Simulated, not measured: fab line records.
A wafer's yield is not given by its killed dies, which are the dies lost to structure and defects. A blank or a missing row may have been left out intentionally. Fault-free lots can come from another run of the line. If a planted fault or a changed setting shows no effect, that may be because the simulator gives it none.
fab line records + flow n5_finfet + part 2 of 2: steps 5 to 6 of 6
[record]
- lots = 24
- wafers = 72
- last_day = 17
route steps=1938 shown GATE_CUT@487 MOL_CONTACT_COAG@537
lots that met no fault: taken from a fault-free run of the same line
start_h: hours from the record's opening day to when the first of the lot's shown wafers began + wait_h: how many hours have passed since the lot's step before this one + " the same as in the row above + L1.1+2: one row covering several wafers at once + - no value, or no start given + * or withheld: withheld + < > ~ a bound
route shown NAME@n: NAME is a module with steps in the file, n the number in the route of the first one + usual: mean/standard deviation taken from wafers without a fault + same: alike in all rows + chamber/n: place in a boat + sites: per-site readings + _std_site: how widely they spread, as a standard deviation + _edge_site: the outer-site mean with the inner-site mean subtracted + radius_mm: for every site, how far away it sits from the centre of the wafer + mask NAME#n: copy n + behind: the last tool/chamber to shape the wafer + hold: what put the lot on hold/how long, in hours/how the hold closed + device: the n, p or np transistor that did not switch + end of line: the same wafers' tests at the end of the route + a step with no rows: only its recipe + killed: at the first sort, the dies lost to defects and structure; wafer yield is something else + map: a wafer's dies, marking killed ones x, the rest . and places with no die _
set.NAME: the run value of the setting; set.NAME@STEP: its run value at that earlier step + model.NAME: the simulator's own value behind a step, which no gauge read
steps of the route over a sample of lots; a table a step, a row a wafer
services: a tool's chamber out of use, with start hour (start_h, from the record's first day; less than 0 if before it), hours out, and reason
[[steps]]
[step N5_MOL_CONTACT_COAG_ETCHBACK_135]
[recipe]
- chemistry = CHF3
- target = SiO2
- target_depth_a = 250
- time_s = 16.7
- ion_energy_ev = 200
- pressure_mtorr = 30
- source_w = 610
- bias_w = 170
- Ar_flow_sccm = 200
- CHF3_flow_sccm = 50
[usual]
- drypump_motor_current_A = 5.6/0.38
- oes_product_au = 0.80/0.095
- rf_vpp_V = 517/11
- showerhead_plenum_p_Torr = 2.36/0.059
- throttle_valve_pct = 18.62/0.28
| lot.wafer | tool        | chamber | start_h | wait_h | drypump_motor_current_A | oes_product_au | rf_hours_counter_h | rf_vpp_V | showerhead_plenum_p_Torr | throttle_valve_pct |
|-----------|-------------|---------|---------|--------|-------------------------|----------------|--------------------|----------|--------------------------|--------------------|
| L074.2    | rie_diel-03 | 1       | 104.58  | 0.0    | 5.1                     | 0.68           | 247                | 493      | 2.44                     | 18.93              |
| L074.5    | "           | 1       | "       | "      | 5.1                     | 0.68           | -                  | 493      | 2.44                     | 18.95              |
| L074.6    | "           | 0       | "       | "      | 6.4                     | 0.74           | -                  | 508      | 2.39                     | 18.91              |
| L075.2    | rie_diel-03 | 0       | 106.16  | 0.0    | 6.3                     | 0.74           | 159                | 507      | 2.39                     | 18.91              |
| L075.5    | "           | 2       | "       | "      | 5.6                     | 1.00           | -                  | 534      | 2.41                     | 18.02              |
| L075.6    | "           | 3       | "       | "      | 5.4                     | 0.69           | -                  | 516      | 2.34                     | 19.01              |
| L076.1    | rie_diel-03 | 2       | 114.92  | 0.0    | 5.6                     | 0.98           | 5                  | 532      | 2.41                     | 18.02              |
| L076.4    | "           | 3       | "       | "      | 5.4                     | 0.69           | 206                | 515      | 2.34                     | 19.01              |
| L076.6    | "           | 1       | "       | "      | 5.1                     | 0.68           | -                  | 493      | 2.44                     | 18.95              |
| L077.1    | rie_diel-04 | 3       | 120.98  | 0.0    | 5.0                     | 0.77           | 146                | 508      | 2.29                     | 18.75              |
| L077.4    | "           | 2       | "       | "      | 5.5                     | 0.86           | 38                 | 523      | 2.32                     | 18.32              |
| L077.5    | "           | 1       | "       | "      | 5.4                     | 0.95           | -                  | 526      | 2.33                     | 18.53              |
| L078.1    | rie_diel-03 | 2       | 124.41  | 0.0    | 5.6                     | 0.96           | 10                 | 532      | 2.41                     | 18.06              |
| L078.2    | "           | 0       | "       | "      | 6.4                     | 0.73           | 165                | 508      | 2.39                     | 18.92              |
| L078.3    | "           | 3       | "       | "      | 5.4                     | 0.69           | 211                | 516      | 2.33                     | 18.99              |
| L079.2    | rie_diel-01 | 2       | 130.48  | 0.0    | 5.9                     | 0.67           | 250                | 500      | 2.37                     | 18.91              |
| L079.4    | "           | 3       | "       | "      | 5.3                     | 0.72           | 167                | 519      | 2.48                     | 18.73              |
| L079.6    | "           | 2       | "       | "      | 5.9                     | 0.67           | -                  | 500      | 2.37                     | 18.92              |
| L080.2    | rie_diel-04 | 2       | 135.13  | 0.0    | 5.5                     | 0.86           | 43                 | 523      | 2.31                     | 18.34              |
| L080.4    | "           | 1       | "       | "      | 5.4                     | 0.94           | 12                 | 524      | 2.33                     | 18.54              |
| L080.5    | "           | 2       | "       | "      | 5.5                     | 0.86           | -                  | 525      | 2.31                     | 18.34              |
| L081.1    | rie_diel-01 | 0       | 143.32  | 0.0    | 5.7                     | 0.74           | 198                | 529      | 2.25                     | 18.65              |
| L081.4    | "           | 3       | "       | "      | 5.3                     | 0.72           | -                  | 518      | 2.48                     | 18.75              |
| L081.5    | "           | 0       | "       | "      | 5.7                     | 0.74           | -                  | 528      | 2.26                     | 18.65              |
| L082.1    | rie_diel-04 | 0       | 146.06  | 0.0    | 6.0                     | 0.72           | 220                | 529      | 2.34                     | 18.74              |
| L082.4    | "           | 2       | "       | "      | 5.5                     | 0.85           | 47                 | 523      | 2.31                     | 18.34              |
| L082.5    | "           | 2       | "       | "      | 5.5                     | 0.84           | -                  | 523      | 2.31                     | 18.34              |
| L083.1    | rie_diel-01 | 2       | 154.03  | 0.0    | 5.9                     | 0.99           | 0                  | 511      | 2.37                     | 18.51              |
| L083.4    | "           | 3       | "       | "      | 5.3                     | 0.70           | 179                | 519      | 2.47                     | 18.76              |
| L083.5    | "           | 2       | "       | "      | 5.9                     | 0.99           | -                  | 509      | 2.37                     | 18.52              |
| L084.1    | rie_diel-04 | 1       | 164.05  | 0.0    | 5.4                     | 0.93           | 21                 | 524      | 2.32                     | 18.56              |
| L084.2    | "           | 3       | "       | "      | 4.9                     | 0.77           | 160                | 509      | 2.29                     | 18.80              |
| L084.5    | "           | 2       | "       | "      | 5.5                     | 0.85           | -                  | 525      | 2.31                     | 18.34              |
| L085.3    | rie_diel-04 | 2       | 173.90  | 0.0    | 5.5                     | 0.84           | 57                 | 525      | 2.31                     | 18.35              |
| L085.4    | "           | 0       | "       | "      | 6.1                     | 0.72           | 229                | 528      | 2.34                     | 18.75              |
| L085.5    | "           | 2       | "       | "      | 5.5                     | 0.84           | -                  | 522      | 2.31                     | 18.35              |
| L086.3    | rie_diel-03 | 3       | 175.62  | 0.0    | 5.4                     | 0.69           | 231                | 515      | 2.33                     | 19.06              |
| L086.4    | "           | 1       | "       | "      | 5.1                     | 0.91           | 12                 | 495      | 2.43                     | 18.59              |
| L086.6    | "           | 2       | "       | "      | 5.6                     | 0.91           | -                  | 531      | 2.40                     | 18.09              |
| L087.1    | rie_diel-04 | 2       | 177.60  | 0.0    | 5.5                     | 0.83           | 58                 | 523      | 2.31                     | 18.36              |
| L087.4    | "           | 0       | "       | "      | 6.1                     | 0.72           | 230                | 528      | 2.34                     | 18.76              |
| L087.6    | "           | 0       | "       | "      | 6.0                     | 0.72           | -                  | 530      | 2.34                     | 18.76              |
| L088.1    | rie_diel-03 | 0       | 184.10  | 0.0    | 6.3                     | 0.71           | 188                | 508      | 2.38                     | 18.97              |
| L088.4    | "           | 3       | "       | "      | 5.4                     | 0.68           | 234                | 515      | 2.33                     | 19.05              |
| L088.5    | "           | 1       | "       | "      | 5.1                     | 0.91           | -                  | 495      | 2.43                     | 18.59              |
| L089.2    | rie_diel-03 | 0       | 193.10  | 0.0    | 6.4                     | 0.71           | 190                | 506      | 2.38                     | 18.96              |
| L089.4    | "           | 3       | "       | "      | 5.4                     | 0.69           | 236                | 514      | 2.33                     | 19.04              |
| L089.6    | "           | 0       | "       | "      | 6.3                     | 0.71           | -                  | 507      | 2.38                     | 18.96              |
| L090.2    | rie_diel-01 | 1       | 193.93  | 0.0    | 5.8                     | 0.84           | 67                 | 511      | 2.43                     | 18.29              |
| L090.3    | "           | 0       | "       | "      | 5.8                     | 0.73           | 217                | 529      | 2.25                     | 18.69              |
| L090.6    | "           | 0       | "       | "      | 5.7                     | 0.73           | -                  | 529      | 2.25                     | 18.70              |
| L091.1    | rie_diel-01 | 0       | 200.35  | 0.0    | 5.8                     | 0.72           | 220                | 529      | 2.25                     | 18.69              |
| L091.3    | "           | 3       | "       | "      | 5.3                     | 0.70           | 194                | 517      | 2.47                     | 18.79              |
| L091.6    | "           | 2       | "       | "      | 5.9                     | 0.92           | -                  | 510      | 2.36                     | 18.54              |
| L092.2    | rie_diel-01 | 3       | 205.79  | 0.0    | 5.3                     | 0.69           | 195                | 519      | 2.47                     | 18.80              |
| L092.4    | "           | 0       | "       | "      | 5.8                     | 0.72           | -                  | 528      | 2.25                     | 18.69              |
| L092.5    | "           | 2       | "       | "      | 5.9                     | 0.91           | -                  | 510      | 2.36                     | 18.57              |
| L093.2    | rie_diel-03 | 0       | 213.23  | 0.0    | 6.4                     | 0.71           | 197                | 507      | 2.37                     | 18.97              |
| L093.3    | "           | 2       | "       | "      | 5.6                     | 0.90           | 41                 | 531      | 2.40                     | 18.10              |
| L093.5    | "           | 0       | "       | "      | 6.4                     | 0.71           | -                  | 507      | 2.38                     | 18.98              |
| L094.1    | rie_diel-04 | 1       | 219.35  | 0.0    | 5.4                     | 0.88           | 42                 | 522      | 2.31                     | 18.58              |
| L094.4    | "           | 0       | "       | "      | 6.1                     | 0.70           | -                  | 528      | 2.34                     | 18.78              |
| L094.5    | "           | 2       | "       | "      | 5.5                     | 0.82           | -                  | 524      | 2.30                     | 18.38              |
| L095.1    | rie_diel-04 | 0       | 229.42  | 0.0    | 6.0                     | 0.70           | 250                | 529      | 2.33                     | 18.78              |
| L095.3    | "           | 2       | "       | "      | 5.5                     | 0.81           | 76                 | 523      | 2.30                     | 18.39              |
| L095.6    | "           | 0       | "       | "      | 6.0                     | 0.71           | -                  | 528      | 2.33                     | 18.80              |
| L096.2    | rie_diel-04 | 0       | 231.84  | 0.0    | 6.1                     | 0.71           | 251                | 528      | 2.33                     | 18.79              |
| L096.3    | "           | 2       | "       | "      | 5.5                     | 0.81           | 78                 | 523      | 2.30                     | 18.39              |
| L096.5    | "           | 2       | "       | "      | 5.5                     | 0.81           | -                  | 522      | 2.30                     | 18.41              |
| L097.1    | rie_diel-01 | 0       | 239.24  | 0.0    | 5.7                     | 0.72           | 231                | 528      | 2.24                     | 18.72              |
| L097.2    | "           | 2       | "       | "      | 5.9                     | 0.89           | 28                 | 510      | 2.36                     | 18.57              |
| L097.3    | "           | 3       | "       | "      | 5.3                     | 0.69           | 205                | 518      | 2.46                     | 18.80              |
[step N5_MOL_CONTACT_COAG_STRIP_96]
[recipe]
- chemistry = N2/H2
- power_w = 500
- temp_c = 40
- pressure_mtorr = 50
- rf_frequency_hz = 6e+07
- overash_fraction = 0.3
- bias_power_w = 28
- h2_frac = 0.5
- n2_flow_sccm = 300
- h2_flow_sccm = 300
[usual]
- drypump_motor_current_A = 5.6/0.38
- oes_product_au = 0.80/0.1
- rf_vpp_V = 121.8/1.1
- showerhead_plenum_p_Torr = 3.32/0.076
- throttle_valve_pct = 18.7/0.42
| lot.wafer | tool        | chamber | start_h | wait_h | drypump_motor_current_A | oes_product_au | rf_hours_counter_h | rf_vpp_V | showerhead_plenum_p_Torr | throttle_valve_pct |
|-----------|-------------|---------|---------|--------|-------------------------|----------------|--------------------|----------|--------------------------|--------------------|
| L074.2    | rie_diel-03 | 1       | 104.68  | 0.0    | 5.1                     | 0.67           | 247                | 121.3    | 3.42                     | 19.4               |
| L074.5    | "           | 1       | "       | "      | 5.1                     | 0.68           | -                  | 122.5    | 3.42                     | 19.4               |
| L074.6    | "           | 0       | "       | "      | 6.4                     | 0.74           | -                  | 120.2    | 3.34                     | 18.6               |
| L075.2    | rie_diel-03 | 0       | 106.26  | 0.0    | 6.4                     | 0.74           | 159                | 121.3    | 3.34                     | 18.6               |
| L075.5    | "           | 2       | "       | "      | 5.6                     | 1.01           | -                  | 120.6    | 3.44                     | 18.3               |
| L075.6    | "           | 3       | "       | "      | 5.4                     | 0.69           | -                  | 125.5    | 3.34                     | 19.3               |
| L076.1    | rie_diel-03 | 2       | 115.02  | 0.0    | 5.6                     | 1.00           | 5                  | 122.7    | 3.44                     | 18.3               |
| L076.4    | "           | 3       | "       | "      | 5.4                     | 0.69           | 206                | 121.7    | 3.34                     | 19.2               |
| L076.6    | "           | 1       | "       | "      | 5.1                     | 0.68           | -                  | 121.8    | 3.42                     | 19.4               |
| L077.1    | rie_diel-04 | 3       | 121.08  | 0.0    | 4.9                     | 0.78           | 146                | 120.9    | 3.26                     | 19.0               |
| L077.4    | "           | 2       | "       | "      | 5.6                     | 0.90           | 38                 | 122.6    | 3.26                     | 18.0               |
| L077.5    | "           | 1       | "       | "      | 5.4                     | 0.97           | -                  | 119.7    | 3.30                     | 19.0               |
| L078.1    | rie_diel-03 | 2       | 124.51  | 0.0    | 5.7                     | 0.98           | 10                 | 122.2    | 3.43                     | 18.3               |
| L078.2    | "           | 0       | "       | "      | 6.4                     | 0.73           | 165                | 119.3    | 3.34                     | 18.6               |
| L078.3    | "           | 3       | "       | "      | 5.4                     | 0.69           | 211                | 121.8    | 3.34                     | 19.2               |
| L079.2    | rie_diel-01 | 2       | 130.58  | 0.0    | 5.9                     | 0.68           | 250                | 120.9    | 3.32                     | 19.1               |
| L079.4    | "           | 3       | "       | "      | 5.3                     | 0.70           | 167                | 121.2    | 3.47                     | 18.9               |
| L079.6    | "           | 2       | "       | "      | 5.9                     | 0.67           | -                  | 120.7    | 3.32                     | 19.1               |
| L080.2    | rie_diel-04 | 2       | 135.23  | 0.0    | 5.5                     | 0.88           | 43                 | 121.2    | 3.26                     | 18.0               |
| L080.4    | "           | 1       | "       | "      | 5.4                     | 0.94           | 12                 | 122.5    | 3.30                     | 19.0               |
| L080.5    | "           | 2       | "       | "      | 5.5                     | 0.87           | -                  | 122.3    | 3.26                     | 18.0               |
| L081.1    | rie_diel-01 | 0       | 143.42  | 0.0    | 5.8                     | 0.74           | 198                | 121.7    | 3.19                     | 18.5               |
| L081.4    | "           | 3       | "       | "      | 5.3                     | 0.70           | -                  | 122.1    | 3.47                     | 18.9               |
| L081.5    | "           | 0       | "       | "      | 5.8                     | 0.73           | -                  | 119.3    | 3.19                     | 18.5               |
| L082.1    | rie_diel-04 | 0       | 146.16  | 0.0    | 6.1                     | 0.72           | 220                | 122.7    | 3.28                     | 18.5               |
| L082.4    | "           | 2       | "       | "      | 5.5                     | 0.87           | 47                 | 121.7    | 3.26                     | 18.0               |
| L082.5    | "           | 2       | "       | "      | 5.5                     | 0.86           | -                  | 120.0    | 3.26                     | 18.0               |
| L083.1    | rie_diel-01 | 2       | 154.13  | 0.0    | 5.9                     | 1.01           | 0                  | 122.7    | 3.32                     | 18.7               |
| L083.4    | "           | 3       | "       | "      | 5.3                     | 0.70           | 179                | 122.4    | 3.47                     | 18.9               |
| L083.5    | "           | 2       | "       | "      | 5.9                     | 1.02           | -                  | 122.3    | 3.32                     | 18.7               |
| L084.1    | rie_diel-04 | 1       | 164.15  | 0.0    | 5.4                     | 0.93           | 21                 | 123.4    | 3.29                     | 19.1               |
| L084.2    | "           | 3       | "       | "      | 4.9                     | 0.77           | 160                | 124.6    | 3.25                     | 19.1               |
| L084.5    | "           | 2       | "       | "      | 5.5                     | 0.85           | -                  | 120.5    | 3.25                     | 18.0               |
| L085.3    | rie_diel-04 | 2       | 174.00  | 0.0    | 5.5                     | 0.84           | 57                 | 122.9    | 3.25                     | 18.0               |
| L085.4    | "           | 0       | "       | "      | 6.1                     | 0.72           | 229                | 121.1    | 3.28                     | 18.5               |
| L085.5    | "           | 2       | "       | "      | 5.5                     | 0.84           | -                  | 120.3    | 3.25                     | 18.0               |
| L086.3    | rie_diel-03 | 3       | 175.72  | 0.0    | 5.4                     | 0.69           | 231                | 122.1    | 3.33                     | 19.3               |
| L086.4    | "           | 1       | "       | "      | 5.1                     | 0.90           | 12                 | 119.7    | 3.41                     | 19.1               |
| L086.6    | "           | 2       | "       | "      | 5.7                     | 0.92           | -                  | 120.8    | 3.42                     | 18.3               |
| L087.1    | rie_diel-04 | 2       | 177.70  | 0.0    | 5.5                     | 0.84           | 58                 | 121.1    | 3.25                     | 18.0               |
| L087.4    | "           | 0       | "       | "      | 6.1                     | 0.72           | 230                | 122.1    | 3.28                     | 18.5               |
| L087.6    | "           | 0       | "       | "      | 6.1                     | 0.72           | -                  | 122.0    | 3.28                     | 18.4               |
| L088.1    | rie_diel-03 | 0       | 184.20  | 0.0    | 6.4                     | 0.71           | 188                | 123.1    | 3.32                     | 18.6               |
| L088.4    | "           | 3       | "       | "      | 5.5                     | 0.69           | 234                | 122.5    | 3.33                     | 19.3               |
| L088.5    | "           | 1       | "       | "      | 5.1                     | 0.89           | -                  | 122.0    | 3.41                     | 19.1               |
| L089.2    | rie_diel-03 | 0       | 193.20  | 0.0    | 6.4                     | 0.70           | 190                | 120.7    | 3.32                     | 18.6               |
| L089.4    | "           | 3       | "       | "      | 5.4                     | 0.67           | 237                | 123.8    | 3.33                     | 19.3               |
| L089.6    | "           | 0       | "       | "      | 6.4                     | 0.71           | -                  | 119.4    | 3.32                     | 18.6               |
| L090.2    | rie_diel-01 | 1       | 194.03  | 0.0    | 5.7                     | 0.85           | 67                 | 122.5    | 3.39                     | 18.1               |
| L090.3    | "           | 0       | "       | "      | 5.8                     | 0.72           | 217                | 123.7    | 3.18                     | 18.6               |
| L090.6    | "           | 0       | "       | "      | 5.8                     | 0.72           | -                  | 123.1    | 3.18                     | 18.6               |
| L091.1    | rie_diel-01 | 0       | 200.45  | 0.0    | 5.7                     | 0.71           | 220                | 122.2    | 3.18                     | 18.6               |
| L091.3    | "           | 3       | "       | "      | 5.4                     | 0.68           | 194                | 121.9    | 3.46                     | 18.9               |
| L091.6    | "           | 2       | "       | "      | 5.9                     | 0.93           | -                  | 122.2    | 3.31                     | 18.7               |
| L092.2    | rie_diel-01 | 3       | 205.89  | 0.0    | 5.3                     | 0.68           | 195                | 123.5    | 3.46                     | 18.9               |
| L092.4    | "           | 0       | "       | "      | 5.8                     | 0.72           | -                  | 120.7    | 3.18                     | 18.6               |
| L092.5    | "           | 2       | "       | "      | 5.9                     | 0.92           | -                  | 120.2    | 3.31                     | 18.7               |
| L093.2    | rie_diel-03 | 0       | 213.33  | 0.0    | 6.4                     | 0.70           | 197                | 120.3    | 3.32                     | 18.7               |
| L093.3    | "           | 2       | "       | "      | 5.7                     | 0.90           | 41                 | 122.6    | 3.42                     | 18.3               |
| L093.5    | "           | 0       | "       | "      | 6.4                     | 0.71           | -                  | 121.1    | 3.32                     | 18.6               |
| L094.1    | rie_diel-04 | 1       | 219.45  | 0.0    | 5.4                     | 0.89           | 42                 | 123.2    | 3.28                     | 19.1               |
| L094.4    | "           | 0       | "       | "      | 6.1                     | 0.70           | -                  | 119.8    | 3.27                     | 18.5               |
| L094.5    | "           | 2       | "       | "      | 5.5                     | 0.83           | -                  | 122.3    | 3.24                     | 18.0               |
| L095.1    | rie_diel-04 | 0       | 229.52  | 0.0    | 6.1                     | 0.70           | 250                | 121.5    | 3.27                     | 18.5               |
| L095.3    | "           | 2       | "       | "      | 5.5                     | 0.82           | 76                 | 121.4    | 3.24                     | 18.0               |
| L095.6    | "           | 0       | "       | "      | 6.1                     | 0.70           | -                  | 120.0    | 3.27                     | 18.5               |
| L096.2    | rie_diel-04 | 0       | 231.94  | 0.0    | 6.1                     | 0.71           | 251                | 121.7    | 3.27                     | 18.5               |
| L096.3    | "           | 2       | "       | "      | 5.5                     | 0.82           | 78                 | 120.5    | 3.24                     | 18.0               |
| L096.5    | "           | 2       | "       | "      | 5.5                     | 0.82           | -                  | 121.8    | 3.24                     | 18.0               |
| L097.1    | rie_diel-01 | 0       | 239.34  | 0.0    | 5.7                     | 0.69           | 231                | 122.0    | 3.18                     | 18.6               |
| L097.2    | "           | 2       | "       | "      | 5.9                     | 0.90           | 28                 | 120.4    | 3.31                     | 18.7               |
| L097.3    | "           | 3       | "       | "      | 5.4                     | 0.68           | 205                | 124.2    | 3.45                     | 18.9               |
[[services]]
| tool         | chamber | start_h | hours | kind                          |
|--------------|---------|---------|-------|-------------------------------|
| rie_diel-04  | 2       | 76.84   | 9.3   | repair                        |
| rie_diel-03  | 2       | 79.37   | -     | clean                         |
| rie_metal-01 | -       | 86.54   | 1.4   | repair                        |
| rie_diel-04  | 1       | 87.21   | -     | clean                         |
| rie_diel-04  | 1       | 87.21   | -     | consumable_replace:focus_ring |
| rie_diel-04  | 1       | 87.21   | 17.0  | scheduled_down                |
| rie_diel-04  | 1       | 87.21   | 17.0  | vent_cycle                    |
| rie_diel-01  | 3       | 88.38   | 7.8   | repair                        |
| rie_diel-04  | 3       | 90.75   | 21.3  | repair                        |
| cmp-01       | -       | 96.48   | 1.3   | repair                        |
| rie_metal-03 | -       | 99.43   | 1.4   | pm                            |
| cmp-01       | -       | 108.08  | 1.0   | repair                        |
| cmp-01       | -       | 114.21  | 6.9   | pm                            |
| cmp-03       | -       | 133.53  | 0.3   | repair                        |
| rie_diel-01  | 0       | 134.94  | 7.9   | repair                        |
| rie_metal-02 | -       | 141.79  | 1.4   | pm                            |
| cmp-02       | -       | 159.64  | 3.0   | repair                        |
| cmp-01       | -       | 181.28  | 0.8   | repair                        |
| rie_diel-03  | 1       | 188.21  | 2.4   | repair                        |
| cmp-01       | -       | 199.65  | 4.0   | pm                            |
| rie_diel-01  | 1       | 202.82  | 3.8   | repair                        |
| rie_metal-02 | -       | 212.04  | 0.4   | repair                        |
| rie_diel-04  | 3       | 218.89  | 32.8  | repair                        |
| rie_diel-01  | -       | 236.60  | 0.2   | repair                        |
